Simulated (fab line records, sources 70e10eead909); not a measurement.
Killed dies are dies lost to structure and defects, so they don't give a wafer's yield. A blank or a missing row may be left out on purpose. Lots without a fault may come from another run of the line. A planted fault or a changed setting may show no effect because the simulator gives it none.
Tool commonality check | flow nand_harc | 1 lot, 3 wafers sampled

WHY IT WAS OPENED
At NHARC_END_SORT_01 the reading killed_at_periphery is flagged on 1 of 1 lot. Wafers without a fault read 3.4, standard deviation 2.2.
Rule: a lot is flagged when every wafer of it that has a number lies more than 4 standard deviations from that mean, or none has a number. The other lots count as sound.

lot  | measured     | on        | killed_at_periphery, wafer by wafer | flag
L680 | day 21 05:53 | prober-02 | 641 642 648                         | FLAGGED
The numbers of the flagged lots are 643.7 on average: +640.3 against the usual, or +99 or more standard deviations.

WHICH TOOL RAN EACH LOT
The record holds 3 process steps before the reading, out of a route of 1159 steps. In each cell: the tool, then ch and the chambers that the sampled wafers went through, then the start.
lot  | flag    | NHARC_P_ZERO_WELL_EXPOSE_21      | NHARC_P_GATE_DESCUM_13 | NHARC_P_GATE_DEP_103
L680 | FLAGGED | krf_scanner-02 ch 0, day 3 08:18 | no row                 | no row
What these steps do:
- NHARC_P_ZERO_WELL_EXPOSE_21: exposes mask P NWELL, target cd 720 nm.
- NHARC_P_GATE_DESCUM_13: chemistry O2, time 3 s.
- NHARC_P_GATE_DEP_103: deposits SiON, target thk 30 nm.
- NHARC_END_SORT_01

FLAGGED OVER TOTAL, TOOL BY TOOL (the gauges that took the reading come last)
step                        | tool           | lots run | flagged | share of the flagged lots | sound lots run after its first flagged lot
NHARC_P_ZERO_WELL_EXPOSE_21 | krf_scanner-02 | 1        | 1       | all                       | 0
NHARC_END_SORT_01           | prober-02      | 1        | 1       | all                       | 0

WHAT THE TABLE ALLOWS
2 rows of the table ran every flagged lot: krf_scanner-02 at NHARC_P_ZERO_WELL_EXPOSE_21, prober-02 at NHARC_END_SORT_01.
- krf_scanner-02 at NHARC_P_ZERO_WELL_EXPOSE_21: 1 of its 1 lot flagged. It ran no sound lot before its first flagged lot in this sample, so the start can't be narrowed down.
- prober-02 at NHARC_END_SORT_01: 1 of its 1 lot flagged. It ran no sound lot before its first flagged lot in this sample, so the start can't be narrowed down.
Counting lots can't tell these 2 tools apart, because each fits a fault that began at some hour. More lots, or a look at what each step does to the wafer, might.

WHAT THE SIMULATOR HAD PUT IN
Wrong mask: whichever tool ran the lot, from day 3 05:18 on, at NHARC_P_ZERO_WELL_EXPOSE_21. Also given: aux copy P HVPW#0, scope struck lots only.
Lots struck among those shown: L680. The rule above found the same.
